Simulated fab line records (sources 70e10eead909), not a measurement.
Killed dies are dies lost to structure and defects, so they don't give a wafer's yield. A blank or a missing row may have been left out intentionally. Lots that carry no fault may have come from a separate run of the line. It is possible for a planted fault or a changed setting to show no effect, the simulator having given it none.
Check for tools in common	flow nand harc	Sampled: 13 lots, 39 wafers

== WHY IT WAS OPENED ==
On 1 of the 13 lots, a flag is raised at NHARC_P_CONTACT_CD_MEAS_12 on the reading cd nm. Fault-free wafers read 90.0 nm, with a standard deviation of 0.93.
Rule: a lot is flagged when every wafer of it that has a number lies more than 4 standard deviations from that mean, or none has a number. As for the other lots, they are considered sound.

lot	measured	on	cd nm (nm), wafer by wafer	flag
L876	day 5 22:40	cd sem-02	89.9 90.7 89.9	
L875	day 5 23:16	cd sem-01	88.9 90.5 90.1	
L878	day 6 11:10	cd sem-01	89.7 89.0 88.8	
L882	day 7 09:50	cd sem-01	91.9 92.2 90.3	
L883	day 7 15:38	cd sem-01	81.1 80.1 82.5	FLAGGED
L889	day 8 17:04	cd sem-01	89.3 90.5 88.9	
L891	day 9 14:38	cd sem-01	90.0 92.5 92.1	
L892	day 9 14:52	cd sem-02	89.8 90.2 89.6	
L894	day 10 07:50	cd sem-01	89.1 88.2 90.0	
L893	day 10 09:17	cd sem-03	90.8 89.2 89.8	
L895	day 10 09:30	cd sem-01	91.3 91.0 92.5	
L897	day 10 22:17	cd sem-01	91.4 90.4 91.0	
L898	day 11 04:47	cd sem-03	89.7 89.8 90.2	
The numbers of the flagged lots are 81.2 nm on average: -8.8 nm against the usual, or -9 standard deviations.

== WHICH TOOL RAN EACH LOT ==
Before the reading, the record contains 3 process steps out of a 1159-step route. Every cell lists first the tool, next ch and the chambers used by the sampled wafers, and last the start.
lot	flag	NHARC_P_GATE_DEGAS_109	NHARC_P_GATE_RTA_80	NHARC_P_CONTACT_EXPOSE_09
L876		pvd sputter-02, day 5 19:44	rtp anneal-02 ch 0, day 5 20:23	arfi scanner-02 ch 0, day 5 22:31
L875		pvd sputter-03, day 5 19:24	rtp anneal-01 ch 0, day 5 20:07	arfi scanner-01 ch 0, day 5 23:07
L878		pvd sputter-03, day 6 08:31	rtp anneal-02 ch 0, day 6 08:52	arfi scanner-02 ch 0, day 6 11:02
L882		pvd sputter-01, day 7 07:08	rtp anneal-02 ch 0, day 7 07:41	arfi scanner-02 ch 0, day 7 09:41
L883	FLAGGED	pvd sputter-02, day 7 12:56	rtp anneal-02 ch 0, day 7 13:30	arfi scanner-02 ch 0, day 7 15:29
L889		pvd sputter-02, day 8 14:22	rtp anneal-02 ch 0, day 8 14:40	arfi scanner-01 ch 0, day 8 16:56
L891		pvd sputter-03, day 9 12:03	rtp anneal-02 ch 0, day 9 12:21	arfi scanner-02 ch 0, day 9 14:29
L892		pvd sputter-01, day 9 12:13	rtp anneal-01 ch 0, day 9 12:31	arfi scanner-01 ch 0, day 9 14:44
L894		pvd sputter-03, day 10 05:13	rtp anneal-02 ch 0, day 10 05:33	arfi scanner-02 ch 0, day 10 07:41
L893		pvd sputter-03, day 10 06:26	rtp anneal-02 ch 0, day 10 06:46	arfi scanner-02 ch 0, day 10 09:08
L895		pvd sputter-03, day 10 06:37	rtp anneal-01 ch 0, day 10 07:06	arfi scanner-03 ch 0, day 10 09:22
L897		pvd sputter-01, day 10 19:41	rtp anneal-01 ch 0, day 10 20:02	arfi scanner-02 ch 0, day 10 22:09
L898		pvd sputter-01, day 11 02:20	rtp anneal-02 ch 0, day 11 02:38	arfi scanner-02 ch 0, day 11 04:39
These steps, and what they do:
- NHARC_P_GATE_DEGAS_109: time 60 s.
- NHARC_P_GATE_RTA_80: time 30 s.
- NHARC_P_CONTACT_EXPOSE_09: exposes mask P CA, target cd 90 nm.
- NHARC_P_CONTACT_CD_MEAS_12: target cd 90 nm.

== FLAGGED OVER TOTAL, TOOL BY TOOL (the gauges that took the reading come last) ==
step	tool	lots run	flagged	share of the flagged lots	sound lots run after its first flagged lot
NHARC_P_GATE_DEGAS_109	pvd sputter-01	4	0	none	-
NHARC_P_GATE_DEGAS_109	pvd sputter-02	3	1	all	1 (L889)
NHARC_P_GATE_DEGAS_109	pvd sputter-03	6	0	none	-
NHARC_P_GATE_RTA_80	rtp anneal-01	4	0	none	-
NHARC_P_GATE_RTA_80	rtp anneal-02	9	1	all	5 (L889,L891,L894,L893,L898)
NHARC_P_CONTACT_EXPOSE_09	arfi scanner-01	3	0	none	-
NHARC_P_CONTACT_EXPOSE_09	arfi scanner-02	9	1	all	5 (L891,L894,L893,L897,L898)
NHARC_P_CONTACT_EXPOSE_09	arfi scanner-03	1	0	none	-
NHARC_P_CONTACT_CD_MEAS_12	cd sem-01	9	1	all	5 (L889,L891,L894,L895,L897)
NHARC_P_CONTACT_CD_MEAS_12	cd sem-02	2	0	none	-
NHARC_P_CONTACT_CD_MEAS_12	cd sem-03	2	0	none	-

== THE TABLE: WHAT IT ALLOWS ==
4 rows of the table ran every flagged lot: pvd sputter-02 at NHARC_P_GATE_DEGAS_109, rtp anneal-02 at NHARC_P_GATE_RTA_80, arfi scanner-02 at NHARC_P_CONTACT_EXPOSE_09, cd sem-01 at NHARC_P_CONTACT_CD_MEAS_12.
- pvd sputter-02 at NHARC_P_GATE_DEGAS_109 ran 3 lots, 1 of them flagged. After the first flagged lot (L889), sound lots still ran on it; a lasting fault on the whole tool would not permit that.
- rtp anneal-02 at NHARC_P_GATE_RTA_80 ran 9 lots, 1 of them flagged. After the first flagged lot (L889, L891, L894, L893, L898), sound lots still ran on it; a lasting fault on the whole tool would not permit that.
- arfi scanner-02 at NHARC_P_CONTACT_EXPOSE_09 ran 9 lots, 1 of them flagged. After the first flagged lot (L891, L894, L893, L897, L898), sound lots still ran on it; a lasting fault on the whole tool would not permit that.
- cd sem-01 at NHARC_P_CONTACT_CD_MEAS_12 ran 9 lots, 1 of them flagged. After the first flagged lot (L889, L891, L894, L895, L897), sound lots still ran on it; a lasting fault on the whole tool would not permit that.
Every row of the table either missed a flagged lot or ran a sound lot after the first.

== WHAT THE SIMULATOR PUT IN ==
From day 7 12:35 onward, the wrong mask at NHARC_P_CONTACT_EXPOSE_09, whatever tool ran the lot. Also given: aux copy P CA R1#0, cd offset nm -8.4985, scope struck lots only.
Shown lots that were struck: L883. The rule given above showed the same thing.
